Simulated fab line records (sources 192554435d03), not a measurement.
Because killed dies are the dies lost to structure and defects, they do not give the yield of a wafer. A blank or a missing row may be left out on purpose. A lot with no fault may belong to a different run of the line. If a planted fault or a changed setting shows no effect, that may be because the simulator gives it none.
Matching of chambers + flow n5 finfet + N5_BEOL_M2_ETCH_74 on rie diel-02: 4 sister chambers
The step etches underlayer in N2/H2, target depth 6.5 nm, time 5.2 s. 4 wafers are shown with their chamber, then 10 later ones without.

## WAFERS WITH THEIR CHAMBER
| wafer  | chamber | throttle valve pct (%) |
|--------|---------|------------------------|
| L079.3 | 3       | 17.90                  |
| L079.4 | 0       | 17.85                  |
| L086.3 | 1       | 17.50                  |
| L086.4 | 2       | 17.40                  |

## WAFERS WHOSE CHAMBER IS MISSING
| wafer  | throttle valve pct (%) |
|--------|------------------------|
| L086.5 | 17.89                  |
| L089.1 | 17.88                  |
| L089.2 | 17.53                  |
| L089.3 | 17.94                  |
| L089.4 | 17.87                  |
| L089.5 | 17.54                  |
| L089.6 | 17.92                  |
| L097.2 | 17.97                  |
| L097.4 | 17.57                  |
| L097.5 | 17.44                  |

## WHICH CHAMBER EACH ONE RAN IN
| wafer  | from the rows above     | in truth |
|--------|-------------------------|----------|
| L086.5 | can't be placed: 3 or 0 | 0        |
| L089.1 | can't be placed: 3 or 0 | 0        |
| L089.2 | 1                       | 1        |
| L089.3 | can't be placed: 3 or 0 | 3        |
| L089.4 | can't be placed: 0 or 3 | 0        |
| L089.5 | 1                       | 1        |
| L089.6 | can't be placed: 3 or 0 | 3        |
| L097.2 | can't be placed: 3 or 0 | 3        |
| L097.4 | 1                       | 1        |
| L097.5 | can't be placed: 2 or 1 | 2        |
Correct placement for 3 of the 10. Unplaceable from these rows: 7, with the true chamber sitting among the candidates in 7. Placed wrongly: 0.
How it was worked out, from the rows above alone: a wafer's distance from a chamber is the root of the sum, over the readings, of the square of ((its reading less the chamber's mean) divided by the reading's scatter). If the next closest chamber is less than 2 further off than the closest, the wafer can't be placed; otherwise it belongs to the closest. For every chamber, the mean is computed from those of its wafers that are shown. The scatter: root of mean squared gap, hidden wafer to nearest shown wafer, with one shown wafer a chamber.
